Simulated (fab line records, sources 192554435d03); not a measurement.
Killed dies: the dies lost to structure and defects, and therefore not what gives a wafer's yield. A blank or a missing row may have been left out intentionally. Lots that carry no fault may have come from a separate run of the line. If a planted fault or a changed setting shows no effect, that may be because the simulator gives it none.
Matching of chambers	flow n5_finfet	N5_HKMG_FIN_ALD_75 on ald_hk-02: 4 sister chambers
The step deposits Al2O3, target thk 1 nm, co reactant pulse time 1 s. 8 wafers are shown with their chamber, then 11 later ones without.

WAFERS PAIRED WITH THEIR CHAMBERS
wafer	chamber	heater_power_outer_w (W)	heater_power_w (W)
L080.4	2	68	131
L085.5	2	67	128
L086.6	3	71	144
L087.3	3	70	145
L088.2	0	89	154
L088.5	0	88	151
L088.6	1	71	132
L089.1	1	72	131

WAFERS WITH NO CHAMBER GIVEN
wafer	heater_power_outer_w (W)	heater_power_w (W)
L089.4	88	155
L089.6	71	144
L090.2	67	131
L090.3	87	153
L090.6	70	137
L094.1	71	144
L094.3	73	133
L094.4	87	156
L095.2	64	128
L095.4	70	142
L095.5	87	154

EACH ONE'S CHAMBER
wafer	from the rows above	in truth
L089.4	0	0
L089.6	3	3
L090.2	2	2
L090.3	0	0
L090.6	can't be placed: 1 or 3 or 2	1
L094.1	3	3
L094.3	1	1
L094.4	0	0
L095.2	2	2
L095.4	3	3
L095.5	0	0
10 of 11 placed correctly. Can't be placed from these rows: 1 (the true chamber is among the candidates in 1). Number placed wrongly: 0.
How it was worked out, from the rows above alone: a wafer's distance from a chamber is the root of the sum, over the readings, of the square of ((its reading less the chamber's mean) divided by the reading's scatter). The wafer belongs to the nearest chamber; if the next one is less than 2 further off, it can't be placed. For every chamber, the mean is computed from those of its wafers that are shown. How the scatter is found: for the shown wafers, subtract from each reading the mean of its chamber, square and add these, divide the total by (wafers less chambers), then take the root.
